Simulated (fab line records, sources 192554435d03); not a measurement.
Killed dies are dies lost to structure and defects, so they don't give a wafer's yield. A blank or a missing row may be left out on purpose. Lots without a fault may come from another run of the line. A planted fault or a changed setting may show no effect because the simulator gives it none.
fab line records | flow n5_finfet
record lots=9 wafers=27 last_day=18
route steps=1938 shown BEOL_M0@715 BEOL_M4@1111
lots that met no fault: from a run of the same line without faults
start_h: hours from the record's first day to the start of the lot's first wafer shown | wait_h: hours since the lot's step before | " the same as in the row above | L1.1+2: a row that stands for several wafers | - no value, or no start given | * or withheld: withheld | < > ~ a bound
route shown NAME@n: a module of which the file shows steps, and the number in the route of the first | usual: mean/standard deviation of fault-free wafers | same: alike in all rows | chamber/n: place in a boat | sites: the reading at each site | _std_site: their standard deviation | _edge_site: outer sites' mean less inner sites' | radius_mm: how far each site lies from the wafer's centre | mask NAME#n: copy n | behind: the tool/chamber that last shaped the wafer | hold: why the lot was held/for how many hours/how that ended | device: the transistor (n, p or np) that didn't switch | end of line: the same wafers' tests at the end of the route | a step without rows: its recipe alone | killed: dies lost to structure and defects at the first sort, not the wafer's yield | map: a wafer's dies, x killed, . not, _ none there
set.NAME: the setting as run; set.NAME@STEP: as run at that earlier step | model.NAME: the simulator's own value behind a step, which no gauge read
steps of the route over a sample of lots; a table a step, a row a wafer
services: from which hour (start_h, from the record's first day; less than 0 if before it) a tool's chamber was out of use, for how many hours, and why
## steps
# step N5_BEOL_M0_ETCH_138
# recipe chemistry=CH3F/O2 target_depth_a=120 target=SiCN time_s=31.6 ion_energy_ev=120 pressure_mtorr=30 source_w=395 bias_w=75 Ar_flow_sccm=150 CH3F_flow_sccm=30 O2_flow_sccm=20 ends=cleared
# usual O2_flow_sccm=20.00/0.065 bias_w=75.03/0.25 drypump_motor_current_A=5.7/0.42 etch_rf_on_time_s=29.2/0.89 oes_product_au=0.72/0.07 rf_vpp_V=297.6/1.7 showerhead_plenum_p_Torr=2.01/0.073 throttle_valve_pct=16.19/0.2
# columns lot.wafer tool chamber start_h wait_h O2_flow_sccm bias_w drypump_motor_current_A etch_rf_on_time_s oes_product_au rf_hours_counter_h rf_vpp_V showerhead_plenum_p_Torr throttle_valve_pct
L246.2 rie_diel-05 2 117.42 0.0 20.15 74.94 6.5 30.4 0.60 219 298.9 2.07 16.68
L246.3 " 1 " " 20.09 75.22 5.6 28.4 0.77 24 295.4 1.95 16.21
L246.6 " 3 " " 20.06 75.14 5.2 29.5 0.80 - 300.5 2.13 16.13
L253.3 rie_diel-05 1 160.37 0.0 19.98 75.12 5.6 28.0 0.74 39 295.9 1.95 16.23
L253.4 " 2 " " 19.99 75.24 6.5 30.7 0.59 235 298.2 2.07 16.71
L253.6 " 3 " " 20.00 74.89 5.2 29.9 0.76 - 300.9 2.13 16.16
L256.3 rie_diel-05 2 170.10 0.0 20.01 75.29 6.6 28.4 0.60 238 297.8 2.06 16.70
L256.4 " 3 " " 20.04 75.11 5.2 29.8 0.77 32 300.6 2.13 16.17
L256.6 " 3 " " 20.04 75.14 5.2 29.2 0.76 - 300.9 2.13 16.16
L258.1 rie_diel-05 3 189.76 0.0 20.01 75.16 5.2 28.8 0.77 37 300.4 2.13 16.18
L258.3 " 0 " " 20.03 75.35 5.8 28.1 0.76 29 296.9 1.95 16.09
L258.4 " 2 " " 19.99 74.91 6.5 30.0 0.59 245 298.2 2.06 16.73
L265.2 rie_diel-02 3 226.83 0.0 20.17 74.75 5.7 28.6 0.75 32 298.4 2.04 15.91
L265.4 " 1 " " 20.06 75.11 5.2 29.7 0.72 73 298.1 2.02 16.17
L265.6 " 3 " " 20.04 75.16 5.7 29.5 0.75 - 298.3 2.04 15.93
L266.3 rie_diel-05 1 239.91 0.0 19.88 74.91 5.6 28.1 0.70 67 296.7 1.94 16.30
L266.5 " 2 " " 20.01 75.11 6.5 29.6 0.84 - 298.4 2.06 16.28
L266.6 " 3 " " 19.98 75.24 5.2 29.3 0.72 - 298.3 2.12 16.23
L267.1 rie_diel-04 0 242.00 0.0 20.09 74.64 5.2 27.5 0.76 18 296.9 1.95 15.73
L267.3 " 2 " " 20.03 75.05 5.7 27.2 0.88 2 296.9 1.96 16.07
L267.6 " 1 " " 20.01 74.71 5.4 28.6 0.74 - 299.5 2.03 16.14
L268.1 rie_diel-04 1 248.76 0.0 20.01 74.79 5.4 29.0 0.72 64 297.4 2.02 16.12
L268.4 " 1 " " 20.06 74.97 5.3 29.7 0.73 - 298.6 2.02 16.12
L268.5 " 0 " " 19.95 75.22 5.2 29.7 0.76 - 295.9 1.95 15.73
L269.1 rie_diel-02 0 250.13 0.0 19.98 75.58 5.8 29.6 0.60 216 295.4 1.90 16.35
L269.3 " 3 " " 20.09 75.05 5.7 30.0 0.73 40 298.8 2.03 15.94
L269.6 " 1 " " 19.97 75.18 5.2 30.3 0.70 - 297.9 2.02 16.18
# step N5_BEOL_M0_HM_OPEN_105
# recipe chemistry=Cl2/BCl3 target_depth_a=120 target=TiN ion_energy_ev=150 pressure_mtorr=10 icp_w=1000 bias_w=126 Cl2_flow_sccm=53.25 bcl3_flow_sccm=21.75 Ar_flow_sccm=25
# usual bias_w=126.0/0.41 drypump_motor_current_A=5.9/0.31 oes_product_au=0.69/0.11 throttle_valve_pct=22.05/0.2
# columns lot.wafer tool chamber start_h wait_h bias_w drypump_motor_current_A oes_product_au rf_hours_counter_h throttle_valve_pct
L246.2 rie_metal-02 1 117.69 0.2 125.8 5.5 0.63 100 22.07
L246.3 " 1 " " 126.3 5.5 0.63 - 22.07
L246.6 " 0 " " 126.3 5.8 0.60 - 22.37
L253.3 rie_metal-03 1 161.52 1.1 126.2 6.0 0.79 - 21.96
L253.4 " 0 " " 126.5 6.1 0.61 - 22.09
L253.6 " 1 " " 126.1 6.0 0.79 - 21.97
L256.3 rie_metal-01 0 173.41 3.3 125.7 6.2 0.78 - 21.78
L256.4 " 0 " " 125.9 6.3 0.78 - 21.79
L256.6 " 0 " " 126.0 6.3 0.78 - 21.80
L258.1 rie_metal-02 1 190.91 1.1 126.2 5.5 0.62 106 22.09
L258.3 " 1 " " 126.3 5.5 0.61 - 22.08
L258.4 " 0 " " 126.1 5.8 0.59 - 22.38
L265.2 rie_metal-02 1 230.45 3.6 126.9 5.5 0.60 - 22.12
L265.4 " 1 " " 126.3 5.5 0.60 - 22.11
L265.6 " 1 " " 126.3 5.5 0.61 - 22.12
L266.3 rie_metal-01 0 242.24 2.3 126.2 6.3 0.76 - 21.81
L266.5 " 1 " " 126.3 6.2 0.93 - 21.86
L266.6 " 0 " " 126.6 6.3 0.76 - 21.81
L267.1 rie_metal-03 1 242.29 0.2 125.5 6.0 0.76 41 21.98
L267.3 " 1 " " 125.2 6.0 0.76 - 21.98
L267.6 " 1 " " 126.0 6.0 0.77 - 21.97
L268.1 rie_metal-03 1 249.93 1.1 125.4 6.0 0.77 42 21.98
L268.4 " 1 " " 125.9 6.0 0.77 - 21.97
L268.5 " 0 " " 125.8 6.1 0.61 - 22.10
L269.1 rie_metal-03 0 250.39 0.2 125.9 6.1 0.61 126 22.09
L269.3 " 0 " " 126.7 6.1 0.61 - 22.11
L269.6 " 1 " " 126.4 6.0 0.77 - 21.96
# step N5_BEOL_M0_DEGAS_112
# recipe ambient=vacuum temp_c=250 time_s=60
# usual heater_power_w=328/36
# columns lot.wafer tool chamber start_h wait_h heater_power_w
L246.2 pvd_sputter-02 - 119.10 0.7 315
L246.3 " - " " 321
L246.6 " - " " 316
L253.3 pvd_sputter-03 - 163.62 0.1 360
L253.4 " - " " 366
L253.6 " - " " 300
L256.3 pvd_sputter-03 - 174.86 0.5 307
L256.4 " - " " 362
L256.6 " - " " 355
L258.1 pvd_sputter-01 - 191.92 0.2 278
L258.3 " - " " 335
L258.4 " - " " 278
L265.2 pvd_sputter-01 - 233.20 1.4 347
L265.4 " - " " 280
L265.6 " - " " 270
L266.3 pvd_sputter-02 - 244.06 0.6 314
L266.5 " - " " 311
L266.6 " - " " 331
L267.1 pvd_sputter-01 - 244.15 0.6 280
L267.3 " - " " 353
L267.6 " - " " 278
L268.1 pvd_sputter-03 - 251.34 0.3 370
L268.4 " - " " 292
L268.5 " - " " 355
L269.1 pvd_sputter-03 - 251.94 0.6 357
L269.3 " - " " 365
L269.6 " - " " 306
# step N5_BEOL_M0_ALD_136
# recipe material=TaN target_thk_a=* temp_c=275 ald_precursor_family=PDMAT ald_co_reactant=NH3 pressure_torr=3 carrier_flow_sccm=1500 pulse_time_s=2 purge_time_s=3 co_reactant_purge_time_s=2 co_reactant_pulse_time_s=3 ald_cycles=30 precursor_vessel_temp_c=75 precursor_vessel_pressure_torr=26.25 precursor_vessel_carrier_sccm=1000
# usual co_reactant_pulse_time_s=3/0 heater_power_w=418/29 precursor_vessel_pressure_torr=26.25/0.057
# same ald_cycles=30
# columns lot.wafer tool chamber start_h wait_h co_reactant_pulse_time_s heater_power_w precursor_vessel_pressure_torr
L246.2 ald_metal-02 3 119.22 0.1 3 413 26.21
L246.3 " 2 " " 3 423 26.22
L246.6 " 0 " " 3 424 26.25
L253.3 ald_metal-02 0 163.72 0.0 3 434 26.41
L253.4 " 3 " " 3 401 26.22
L253.6 " 1 " " 3 442 26.18
L256.3 ald_metal-02 1 174.96 0.0 4.2592 448 26.17
L256.4 " 3 " " 3 408 26.29
L256.6 " 3 " " 4.2592 411 26.28
L258.1 ald_metal-02 1 192.25 0.3 3 437 26.24
L258.3 " 3 " " 4.2592 420 26.21
L258.4 " 0 " " 3 418 26.18
L265.2 ald_metal-03 0 233.30 0.0 3 352 26.25
L265.4 " 1 " " 3 439 26.15
L265.6 " 1 " " 3 442 26.14
L266.3 ald_metal-02 2 244.20 0.1 3 427 26.28
L266.5 " 2 " " 3 425 26.27
L266.6 " 3 " " 3 401 26.34
L267.1 ald_metal-03 3 244.36 0.1 3 353 26.24
L267.3 " 2 " " 3 442 26.29
L267.6 " 2 " " 3 446 26.34
L268.1 ald_metal-02 2 251.50 0.1 3 420 26.35
L268.4 " 1 " " 3 442 26.23
L268.5 " 2 " " 3 419 26.29
L269.1 ald_metal-03 0 252.04 0.0 3 364 26.22
L269.3 " 2 " " 3 452 26.29
L269.6 " 1 " " 3 446 26.34
# step N5_BEOL_M4_RC_MEAS_101
# usual DIBL_N=36.2/1.6 DIBL_P=36.5/1.9 IOFF_N=0.158/0.027 IOFF_P=0.21/0.038 ION_N=675/12 ION_P=464/8.9 SS_N=71.5/0.61 SS_P=73.4/0.59 VT_N=250.4/3 VT_P=-250/3.6
# columns lot.wafer tool chamber start_h wait_h DIBL_N[mV/V] DIBL_P[mV/V] IOFF_N[nA/um] IOFF_P[nA/um] ION_N[uA/um] ION_P[uA/um] SS_N[mV/dec] SS_P[mV/dec] VT_N[mV] VT_P[mV]
L246.2 prober-02 0 167.34 0.2 34.3 35.5 0.138 0.19 668 457 70.9 72.3 252.3 -251
L246.3 " 0 " " 36.1 38.0 0.161 0.24 682 466 71.5 72.9 252.3 -251
L246.6 " 0 " " 36.9 38.7 0.184 0.25 688 465 72.0 73.2 249.9 -246
L253.3 prober-01 0 211.01 0.3 34.9 34.8 0.129 0.20 673 465 71.5 73.4 255.7 -249
L253.4 " 0 " " 34.2 34.6 0.121 0.19 665 461 71.3 72.7 254.4 -251
L253.6 " 0 " " 36.7 37.9 0.165 0.25 685 474 72.1 73.2 248.9 -245
L256.3 prober-01 0 217.45 0.3 35.0 35.7 0.139 0.19 672 468 71.4 73.3 252.1 -252
L256.4 " 0 " " 35.1 35.6 0.144 0.20 683 468 71.3 72.9 252.2 -251
L256.6 " 0 " " 34.2 33.3 0.128 0.17 671 462 70.5 73.1 254.2 -252
L258.1 prober-02 0 251.76 0.0 34.4 33.6 0.128 0.15 658 446 70.3 72.3 251.3 -258
L258.3 " 0 " " 37.1 37.9 0.175 0.22 672 456 71.5 74.1 248.8 -250
L258.4 " 0 " " 36.1 35.3 0.154 0.17 674 456 71.2 72.9 248.4 -251
L265.2 prober-01 0 276.87 0.2 37.6 39.8 0.205 0.24 676 460 72.9 74.1 246.6 -249
L265.4 " 0 " " 35.3 38.0 0.153 0.21 669 462 71.9 74.0 252.0 -251
L265.6 " 0 " " 34.3 36.5 0.132 0.18 658 459 71.9 73.4 253.2 -253
L267.1 prober-02 0 302.58 0.0 35.7 35.7 0.158 0.18 677 459 71.2 72.7 248.8 -254
L267.3 " 0 " " 36.8 38.1 0.175 0.23 666 457 71.6 73.8 247.5 -250
L267.6 " 0 " " 35.6 36.5 0.165 0.20 677 468 71.4 72.8 248.2 -251
L266.3 prober-02 0 307.86 0.3 38.4 36.8 0.179 0.26 673 468 72.1 73.3 249.6 -247
L266.5 " 0 " " 37.6 36.5 0.163 0.25 666 467 72.0 74.1 249.4 -247
L266.6 " 0 " " 37.1 35.7 0.161 0.22 658 457 72.8 73.2 253.0 -247
L269.1 prober-01 0 313.01 0.0 38.4 38.9 0.223 0.30 690 478 73.0 74.6 246.9 -245
L269.3 " 0 " " 36.2 36.3 0.157 0.23 666 461 71.9 73.7 252.2 -248
L269.6 " 0 " " 36.0 35.3 0.158 0.21 675 461 71.6 72.9 252.8 -252
L268.1 prober-02 0 320.57 0.0 35.0 34.8 0.149 0.22 664 463 71.1 72.8 250.4 -248
L268.4 " 0 " " 34.2 34.5 0.141 0.22 686 482 70.4 73.0 249.9 -248
L268.5 " 0 " " 32.9 33.3 0.116 0.19 666 469 71.3 73.1 252.7 -251
## services
# columns tool chamber start_h hours kind
rie_diel-02 - 93.56 0.3 repair
pvd_sputter-02 - 97.81 1.0 repair
pvd_sputter-03 - 102.99 3.6 repair
ald_metal-03 1 110.19 22.9 repair
rie_diel-02 3 113.81 - clean
rie_diel-02 3 113.81 - consumable_replace:focus_ring
ald_metal-02 - 134.17 0.4 repair
rie_metal-02 - 149.58 14.6 pm
ald_metal-02 1 150.83 3.9 repair
pvd_sputter-02 - 151.48 2.4 repair
rie_metal-01 1 152.42 - clean
rie_diel-04 2 165.46 6.9 repair
rie_metal-02 - 166.89 0.1 repair
ald_metal-03 1 168.63 - calibration
rie_diel-05 2 206.62 - clean
rie_diel-05 2 206.62 - consumable_replace:focus_ring
rie_diel-05 2 206.62 23.4 scheduled_down
rie_diel-05 2 206.62 23.4 vent_cycle
rie_metal-02 0 211.43 - clean
rie_metal-02 0 211.43 27.5 scheduled_down
rie_metal-02 0 211.43 27.5 vent_cycle
rie_diel-04 0 212.51 4.9 repair
rie_diel-04 2 214.43 1.4 repair
ald_metal-03 2 230.21 - calibration
## key
first_sign step=N5_BEOL_M0_ALD_136 reading=co_reactant_pulse_time_s direction=up sigmas=99+ usual=* struck=*
effect none on later readings
met_at N5_BEOL_M0_ALD_136
struck_lots L256,L258
struck_wafers L256.3,L256.6,L258.3
not_acting_at N5_BEOL_M0_ETCH_138,N5_BEOL_M0_HM_OPEN_105,N5_BEOL_M0_DEGAS_112
onset_between 163.72 174.96
fault kind=process_parameter_drift tool=ald_metal-02 chamber=- onset_h=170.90 steps=N5_BEOL_M0_ALD_136 channel=co_reactant_pulse_time_s offset=* shape=step end_h=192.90 scope=struck_wafers_only acts_in=* stated=*
